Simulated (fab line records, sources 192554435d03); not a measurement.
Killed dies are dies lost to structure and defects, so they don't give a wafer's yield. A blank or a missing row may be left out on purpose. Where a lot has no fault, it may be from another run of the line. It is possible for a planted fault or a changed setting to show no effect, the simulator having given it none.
fab line records ; flow n5-finfet ; part 2 of 2: steps 15 to 15 of 15
[record] lots = 7; wafers = 21; last-day = 18
route steps=1938 shown BEOL_M10@1502 PASSIVATION@1936
lots that met no fault: from a run of the same line without faults
start-h: hours from the record's opening day to when the first of the lot's shown wafers began ; wait-h: time in hours since the lot's previous step ; " the same as in the row above ; L1.1+2: a single row standing in for several wafers ; - no value, or no start was given ; * or withheld: withheld ; < > ~ a bound
route shown NAME@n: NAME is a module with steps in the file, n the number in the route of the first one ; usual: mean/standard deviation of fault-free wafers ; same: alike in all rows ; chamber/n: place in a boat ; sites: readings site by site ; _std_site: standard deviation of those values ; _edge_site: the outer-site mean with the inner-site mean subtracted ; radius-mm: how far each site lies from the wafer's centre ; mask NAME#n: copy n ; behind: the most recent tool/chamber to have shaped the wafer ; hold: the reason the lot was held/the length of the hold in hours/how it ended ; device: whichever transistor did not switch (one of n, p or np) ; end of line: tests run on the same wafers once the route is complete ; step lacking rows: just its recipe ; killed: dies lost to structure and defects at the first sort, not the wafer's yield ; map: shows each die of a wafer: x if killed, . if not, _ if none is there
set.NAME: the run value of the setting; set.NAME@STEP: its run value at that earlier step ; model.NAME: the simulator's own value behind a step, which no gauge read
a table for each step, a row for each wafer; lots at some steps of the route
services: from which hour (start-h, from the record's first day; less than 0 if before it) a tool's chamber was out of use, for how many hours, and why
[[steps]]
[step N5_PASSIVATION_PROBE_49]
[usual] defect-limited-yield = 91.0/1.5; killed_at_M0_to_M3 = 34/9.1; killed_at_M4_up = 14/5.7; killed-at-contacts = 13/5.7; killed-at-front-end = 42/12; killed-at-other = 4/3.4; killed-dies = 106/17; killed-open = 70/13; killed-short = 34/7.5; sort_bin_5_function = 5.2/0.94; sort_bin_6_memory = 3.4/0.69; sort_bin_8_speed = 0.00/0.029; sort-n-pass = 1074/17; sort-yield-pct = 91.0/1.5
[same] gross-dies = 1180; killed-at-back-side = 0; sort_bin_4_leakage[%] = 0
lot.wafer;tool;chamber;start-h;wait-h;defect-limited-yield[%];killed_at_M0_to_M3;killed_at_M4_up;killed-at-contacts;killed-at-front-end;killed-at-other;killed-dies;killed-open;killed-short;sort_bin_5_function[%];sort_bin_6_memory[%];sort_bin_8_speed[%];sort-n-pass;sort-yield-pct[%]
L464.3;prober-02;-;270.20;0.1;92.2;33;11;9;39;0;92;63;28;4.4;3.0;0;1088;92.2
L464.5;prober-02;-;270.30;0.2;91.3;39;12;17;33;2;103;63;40;4.9;3.2;0;1077;91.3
L464.6;prober-02;-;270.35;0.3;93.4;29;12;3;33;1;78;45;33;4.1;2.5;0;1102;93.4
L467.3;prober-01;-;299.60;0.1;89.7;36;9;20;47;10;122;84;34;6.3;3.6;0;1058;89.7
L467.4;prober-01;-;299.65;0.2;89.6;43;16;16;44;4;123;84;38;5.8;4.2;0;1057;89.6
L467.5;prober-01;-;299.70;0.2;91.5;32;10;14;40;4;100;59;33;5.0;2.6;0;1080;91.5
L470.1;prober-02;-;314.37;0.0;91.8;39;16;7;34;1;97;60;34;4.2;3.5;0;1083;91.8
L470.2;prober-02;-;314.42;0.1;90.7;34;26;16;34;0;110;79;31;6.4;2.6;0;1070;90.7
L470.3;prober-02;-;314.47;0.1;90.8;23;15;11;58;2;109;76;32;6.0;2.9;0;1071;90.8
L481.3;prober-01;-;391.80;0.1;86.5;44;31;5;73;6;159;105;49;7.3;5.5;0;1021;86.5
L481.5;prober-01;-;391.90;0.2;92.7;19;14;9;37;7;86;61;24;3.9;3.1;0;1094;92.7
L481.6;prober-01;-;391.95;0.3;89.7;17;18;4;78;4;121;78;36;5.3;4.2;0;1059;89.7
L483.1;prober-02;-;395.72;0.0;84.9;57;29;28;63;1;178;119;56;8.0;6.2;0.34;998;84.6
L483.5;prober-02;-;395.92;0.2;90.8;43;16;12;34;4;109;74;33;5.7;3.4;0;1071;90.8
L483.6;prober-02;-;395.97;0.3;90.7;43;14;11;41;1;110;78;30;5.7;3.1;0;1070;90.7
L485.2;prober-01;-;421.86;0.1;91.8;34;13;14;33;3;97;72;23;5.1;2.9;0;1083;91.8
L485.3;prober-01;-;421.91;0.1;90.3;30;15;18;51;1;115;73;36;5.4;3.8;0;1065;90.3
L485.6;prober-01;-;422.06;0.3;92.2;35;15;15;27;0;92;65;21;4.8;2.6;0;1088;92.2
L484.1;prober-01;-;422.53;0.0;90.8;48;14;10;37;0;109;61;42;5.2;3.4;0;1071;90.8
L484.2;prober-01;-;422.58;0.1;91.2;33;14;15;38;4;104;78;26;5.3;3.2;0;1076;91.2
L484.4;prober-01;-;422.68;0.2;91.6;39;10;13;32;5;99;59;37;5.3;2.9;0;1081;91.6
// killed by level:class
L464.3 FIN_SAQP:geometric-particle:open=13 BEOL_M0_SAQP:geometric-particle:open=9 FIN_SAQP:geometric-particle:short=8 BEOL_M1:geometric-particle:open=8 BEOL_M3:geometric-particle:open=8 MOL_CONTACT_COAG:geometric-particle:open=7 BEOL_M0_SAQP:geometric-particle:short=4 BEOL_M4:geometric-particle:short=4
L464.5 MOL_CONTACT_COAG:geometric-particle:open=15 BEOL_M0_SAQP:geometric-particle:short=13 BEOL_M0_SAQP:geometric-particle:open=10 FIN_SAQP:geometric-particle:short=7 STI_FIN_REVEAL:geometric-particle:open=5 BEOL_M1:geometric-particle:open=5 BEOL_M4:geometric-particle:open=4 STARTING-WAFER:geometric-particle:short=4
L464.6 FIN_SAQP:geometric-particle:short=14 BEOL_M1:geometric-particle:open=10 BEOL_M0_SAQP:geometric-particle:short=7 BEOL_M4:geometric-particle:open=6 STI_FIN_REVEAL:geometric-particle:open=4 DUMMY_GATE:geometric-particle:open=4 GATE_CUT:geometric-particle:short=4 BEOL_M2:geometric-particle:open=4
L467.3 MOL_CONTACT_COAG:geometric-particle:open=15 STI_FIN_REVEAL:geometric-particle:open=12 BEOL_M1:geometric-particle:open=8 BEOL_M3:geometric-particle:open=8 FIN_SAQP:geometric-particle:short=7 FIN_SAQP:geometric-particle:open=5 MOL_CONTACT_COAG:geometric-particle:short=5 BEOL_M0:geometric-particle:open=5
L467.4 MOL_CONTACT_COAG:geometric-particle:open=15 FIN_SAQP:geometric-particle:short=12 BEOL_M1:geometric-particle:open=11 BEOL_M3:geometric-particle:open=10 FIN_SAQP:geometric-particle:open=9 BEOL_M0_SAQP:geometric-particle:open=8 DUMMY_GATE:geometric-particle:open=5 BEOL_M0_SAQP:geometric-particle:short=5
L467.5 MOL_CONTACT_COAG:geometric-particle:open=11 BEOL_M0_SAQP:geometric-particle:short=8 HKMG_FIN:area-etch=7 FIN_SAQP:geometric-particle:open=6 STI_FIN_REVEAL:geometric-particle:open=6 BEOL_M0_SAQP:geometric-particle:open=6 FIN_SAQP:geometric-particle:short=5 GATE_CUT:geometric-particle:open=5
L470.1 BEOL_M0_SAQP:geometric-particle:short=9 BEOL_M3:geometric-particle:open=8 BEOL_M1:geometric-particle:open=7 FIN_SAQP:geometric-particle:open=6 MOL_CONTACT_COAG:geometric-particle:open=6 GATE_CUT:geometric-particle:open=5 BEOL_M4:geometric-particle:open=5 BEOL_M2:geometric-particle:short=5
L470.2 BEOL_M4:geometric-particle:open=16 MOL_CONTACT_COAG:geometric-particle:open=14 BEOL_M0_SAQP:geometric-particle:short=10 FIN_SAQP:geometric-particle:open=7 BEOL_M1:geometric-particle:open=7 STI_FIN_REVEAL:geometric-particle:open=6 DUMMY_GATE:geometric-particle:open=6 FIN_SAQP:geometric-particle:short=5
L470.3 FIN_SAQP:geometric-particle:open=21 BEOL_M4:geometric-particle:open=10 MOL_CONTACT_COAG:geometric-particle:open=9 FIN_SAQP:geometric-particle:short=7 DUMMY_GATE:geometric-particle:open=6 BEOL_M0_SAQP:geometric-particle:short=6 GATE_CUT:geometric-particle:short=5 BEOL_M0_SAQP:geometric-particle:open=5
L481.3 FIN_SAQP:geometric-particle:open=19 BEOL_M4:geometric-particle:open=16 FIN_SAQP:geometric-particle:short=14 DUMMY_GATE:geometric-particle:open=11 BEOL_M0_SAQP:geometric-particle:open=11 BEOL_M0:geometric-particle:open=9 BEOL_M0:geometric-particle:short=8 BEOL_M5:geometric-particle:open=7
L481.5 STI_FIN_REVEAL:geometric-particle:open=9 BEOL_M4:geometric-particle:open=9 FIN_SAQP:geometric-particle:open=8 MOL_CONTACT_COAG:geometric-particle:open=7 DUMMY_GATE:geometric-particle:open=6 DUMMY_GATE:geometric-particle:short=3 BEOL_M1:geometric-particle:open=3 BEOL_M2:geometric-particle:open=3
L481.6 FIN_SAQP:geometric-particle:open=24 FIN_SAQP:geometric-particle:short=12 DUMMY_GATE:geometric-particle:open=12 STI_FIN_REVEAL:geometric-particle:open=9 BEOL_M0_SAQP:geometric-particle:short=7 BEOL_M4:geometric-particle:open=6 BEOL_M5:geometric-particle:open=6 HKMG_FIN:area-etch=5
L483.1 MOL_CONTACT_COAG:geometric-particle:open=25 BEOL_M1:geometric-particle:open=16 FIN_SAQP:geometric-particle:open=12 FIN_SAQP:geometric-particle:short=12 STI_FIN_REVEAL:geometric-particle:open=12 BEOL_M4:geometric-particle:open=11 BEOL_M0_SAQP:geometric-particle:short=9 BEOL_M3:geometric-particle:short=9
L483.5 MOL_CONTACT_COAG:geometric-particle:open=10 FIN_SAQP:geometric-particle:short=8 BEOL_M0_SAQP:geometric-particle:open=8 BEOL_M3:geometric-particle:open=8 BEOL_M6:geometric-particle:open=7 STI_FIN_REVEAL:geometric-particle:open=6 BEOL_M0_SAQP:geometric-particle:short=6 BEOL_M2:geometric-particle:open=6
L483.6 STI_FIN_REVEAL:geometric-particle:open=12 MOL_CONTACT_COAG:geometric-particle:open=11 BEOL_M0_SAQP:geometric-particle:short=11 BEOL_M0_SAQP:geometric-particle:open=8 BEOL_M1:geometric-particle:open=7 BEOL_M2:geometric-particle:open=6 BEOL_M4:geometric-particle:open=5 FIN_SAQP:geometric-particle:open=4
L485.2 BEOL_M2:geometric-particle:open=13 FIN_SAQP:geometric-particle:open=10 MOL_CONTACT_COAG:geometric-particle:open=10 FIN_SAQP:geometric-particle:short=7 BEOL_M1:geometric-particle:open=7 BEOL_M0_SAQP:geometric-particle:open=5 STI_FIN_REVEAL:geometric-particle:open=4 MOL_CONTACT_COAG:geometric-particle:short=4
L485.3 MOL_CONTACT_COAG:geometric-particle:open=16 BEOL_M2:geometric-particle:open=10 ILD0:geometric-particle:open=9 BEOL_M0_SAQP:geometric-particle:short=8 STI_FIN_REVEAL:geometric-particle:open=7 STI_FIN_REVEAL:geometric-particle:short=6 BEOL_M4:geometric-particle:open=6 BEOL_M0_SAQP:geometric-particle:open=5
L485.6 MOL_CONTACT_COAG:geometric-particle:open=12 BEOL_M3:geometric-particle:open=11 BEOL_M4:geometric-particle:open=9 BEOL_M2:geometric-particle:open=7 BEOL_M0_SAQP:geometric-particle:short=5 BEOL_M1:geometric-particle:open=5 FIN_SAQP:geometric-particle:open=4 HKMG_FIN:area-etch=4
L484.1 BEOL_M0_SAQP:geometric-particle:open=15 BEOL_M0_SAQP:geometric-particle:short=13 BEOL_M2:geometric-particle:open=11 MOL_CONTACT_COAG:geometric-particle:open=9 FIN_SAQP:geometric-particle:short=6 BEOL_M4:geometric-particle:open=6 HKMG_FIN:area-etch=6 ILD0:geometric-particle:short=5
L484.2 STI_FIN_REVEAL:geometric-particle:open=17 MOL_CONTACT_COAG:geometric-particle:open=10 BEOL_M0_SAQP:geometric-particle:short=9 BEOL_M2:geometric-particle:open=9 GATE_CUT:geometric-particle:open=6 MOL_CONTACT_COAG:geometric-particle:short=5 BEOL_M0_SAQP:geometric-particle:open=5 BEOL_M3:geometric-particle:open=5
L484.4 MOL_CONTACT_COAG:geometric-particle:open=10 BEOL_M2:geometric-particle:open=10 GATE_CUT:geometric-particle:short=9 BEOL_M0_SAQP:geometric-particle:short=7 BEOL_M0_SAQP:geometric-particle:open=6 BEOL_M1:geometric-particle:open=6 BEOL_M2:geometric-particle:short=5 FIN_SAQP:geometric-particle:open=4
[[services]]
tool;chamber;start-h;hours;kind
rie-diel-05;3;207.52;3.0;repair
rie-diel-04;2;266.00;8.9;repair
rie-diel-05;3;304.84;-;clean
rie-diel-05;3;304.84;-;consumable-replace:focus-ring
rie-diel-05;3;304.84;21.1;scheduled-down
rie-diel-05;3;304.84;21.1;vent-cycle
rie-diel-02;3;307.91;13.1;repair
rie-diel-05;2;328.06;-;clean
rie-diel-05;2;328.06;-;consumable-replace:focus-ring
rie-diel-05;1;337.55;4.0;repair
rie-diel-05;-;352.42;0.5;repair
